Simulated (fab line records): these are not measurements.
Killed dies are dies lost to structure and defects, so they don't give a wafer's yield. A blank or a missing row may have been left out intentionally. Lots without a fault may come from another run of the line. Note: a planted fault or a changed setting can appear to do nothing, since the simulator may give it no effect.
Lot-split experiment + flow n5-finfet + on a route of 1938 steps: 7 lots, 21 wafers read

== SPLIT DETAILS ==
At N5_BEOL_M0_SAQP_ALD_48 (deposits SiO2, target thk 20 nm, pulse time 1 s, co reactant pulse time 1 s), the setting ald-cycles was moved away from the recipe's 139 on 10 of the 21 wafers read, by -15.1% to +4.3%. All remaining wafers had this setting at the recipe value.

== FROM THE SPLIT TO THE READING: what the file shows between them, 10 steps ==
- N5_BEOL_M0_SAQP_ETCH_49: etches SiO2 in CF4/O2, target depth 37 nm
- N5_BEOL_M0_SAQP_STRIP_75: strips in CF4
- N5_BEOL_M0_CUTY_COAT_50: time 60 s, resist thk 15 nm
- N5_BEOL_M0_CUTY_COAT_51: resist thk 150 nm
- N5_BEOL_M0_CUTY_DESCUM_61: chemistry O2, time 7.9 s
- N5_BEOL_M0_CUTY_ETCH_62: etches SiARC in CF4, time 58.5 s
- N5_BEOL_M0_CUTY_ETCH_63: etches SOC in N2/H2, target depth 82.7 nm, overetch 16.5 nm, time 124 s
- N5_BEOL_M0_CUTY_STRIP_64: strips in N2/H2
- N5_BEOL_M0_ETCH_138: etches SiCN in CH3F/O2, target depth 12 nm, time 31.6 s
- N5_BEOL_M0_HM_OPEN_105: chemistry Cl2/BCl3, target TiN, target depth 12 nm

== THE READING ==
SiO2_of_BEOL_M0_SAQP_ALD_48.thk-nm (the simulator's own value, which no gauge read), in nm, at N5_BEOL_M0_STRIP_140 (strips in CF4). The file does not state a usual value for it. Here, 11 wafers ran the recipe; their average is 11.3 nm with a standard deviation of 0.39 nm.

| wafer  | tool, chamber at the split | ald-cycles as run | against the recipe | SiO2_of_BEOL_M0_SAQP_ALD_48.thk-nm, nm | against lot-mates on the recipe |
|--------|----------------------------|-------------------|--------------------|----------------------------------------|---------------------------------|
| L077.2 | ald-sin-01, 3              | 145               | +4.3%              | 12                                     | +0.6                            |
| L077.4 | ald-sin-01, 0              | 139               | recipe             | 11.6                                   | -                               |
| L077.6 | ald-sin-01, 0              | 139               | recipe             | 11.2                                   | -                               |
| L078.1 | ald-sin-02, 2              | 139               | recipe             | 11.6                                   | -                               |
| L078.5 | ald-sin-02, 3,2            | 128               | -7.9%              | 10.8                                   | -0.8                            |
| L078.6 | ald-sin-02, 3,2            | 128               | -7.9%              | 10.2                                   | -1.4                            |
| L079.4 | ald-sin-01, 0,3            | 139               | recipe             | 11.8                                   | -                               |
| L079.5 | ald-sin-01, 0              | 139               | recipe             | 11.4                                   | -                               |
| L079.6 | ald-sin-01, 0,3            | 139               | recipe             | 11                                     | -                               |
| L082.1 | ald-sin-04, 0              | 139               | recipe             | 11                                     | -                               |
| L082.4 | ald-sin-04, 3              | 127               | -8.6%              | 10                                     | -1.0                            |
| L082.6 | ald-sin-04, 3              | 127               | -8.6%              | 9.8                                    | -1.2                            |
| L084.3 | ald-sin-01, 2              | 118               | -15.1%             | 8.8                                    | -2.0                            |
| L084.5 | ald-sin-01, 2              | 118               | -15.1%             | 8.8                                    | -2.0                            |
| L084.4 | ald-sin-01, 3              | 139               | recipe             | 10.8                                   | -                               |
| L086.2 | ald-sin-04, 2,3            | 127               | -8.6%              | 10.4                                   | -1.4                            |
| L086.3 | ald-sin-04, 0              | 139               | recipe             | 11.8                                   | -                               |
| L086.4 | ald-sin-04, 2,3            | 127               | -8.6%              | 10                                     | -1.8                            |
| L089.1 | ald-sin-01, 0,3            | 139               | recipe             | 11                                     | -                               |
| L089.3 | ald-sin-01, 1              | 145               | +4.3%              | 11.8                                   | +1.0                            |
| L089.5 | ald-sin-01, 0,3            | 139               | recipe             | 10.6                                   | -                               |
If several chambers appear in one row, that row covers several wafers at once and the file leaves open which wafer was in which chamber.

THE FIT
A straight line over all 21 wafers: SiO2_of_BEOL_M0_SAQP_ALD_48.thk-nm changes by +0.148 nm for each +1% of ald-cycles; r = +0.92; the points scatter about the line by 0.36 nm.
The same after taking each lot's own level away (the mean of its wafers on the recipe; 21 wafers): +0.145 nm for each +1%; r = +0.96; scatter 0.26 nm.
On that fit, the largest move of ald-cycles shifts the reading by 2.2 nm.
Across the lots, their own levels run from 10.80 to 11.80 nm, a range of 2.6 times the standard deviation given above.
Hence the lot-to-lot level has little effect on the slope; both slopes agree.
Check: -2.22 nm against its lot-mates is what the line predicts for one of the wafers moved furthest among these (-15.1%) when that wafer is left out of the fit. It came out at -2 nm against them.

== THE WHOLE CHAIN: every reading that the file lists as answering this split, in the file's order ==
| step                     | what it does                                                                | reading                                                                             | change (the file's fit)               | r (the file's) |
|--------------------------|-----------------------------------------------------------------------------|-------------------------------------------------------------------------------------|---------------------------------------|----------------|
| N5_BEOL_M0_SAQP_ALD_48   | deposits SiO2, target thk 20 nm, pulse time 1 s, co reactant pulse time 1 s | SiO2_of_BEOL_M0_SAQP_ALD_48.thk-nm (the simulator's own value, which no gauge read) | +0.203 nm for each +1% of the setting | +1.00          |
| N5_BEOL_M0_SAQP_STRIP_75 | strips in CF4                                                               | SiO2_of_BEOL_M0_SAQP_ALD_48.thk-nm (the simulator's own value, which no gauge read) | +0.184 nm for each +1% of the setting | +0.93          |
| N5_BEOL_M0_CUTY_ETCH_62  | etches SiARC in CF4, time 58.5 s                                            | SiO2_of_BEOL_M0_SAQP_ALD_48.thk-nm (the simulator's own value, which no gauge read) | +0.167 nm for each +1% of the setting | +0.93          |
| N5_BEOL_M0_CUTY_ETCH_63  | etches SOC in N2/H2, target depth 82.7 nm, overetch 16.5 nm, time 124 s     | SiO2_of_BEOL_M0_SAQP_ALD_48.thk-nm (the simulator's own value, which no gauge read) | +0.158 nm for each +1% of the setting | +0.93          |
| N5_BEOL_M0_ETCH_138      | etches SiCN in CH3F/O2, target depth 12 nm, time 31.6 s                     | SiO2_of_BEOL_M0_SAQP_ALD_48.thk-nm (the simulator's own value, which no gauge read) | +0.152 nm for each +1% of the setting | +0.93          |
| N5_BEOL_M0_STRIP_140     | strips in CF4                                                               | SiO2_of_BEOL_M0_SAQP_ALD_48.thk-nm (the simulator's own value, which no gauge read) | +0.145 nm for each +1% of the setting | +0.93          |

== FILE'S OWN FIT ==
SiO2_of_BEOL_M0_SAQP_ALD_48.thk-nm changes by +0.145 nm for each +1% of ald-cycles, r = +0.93.
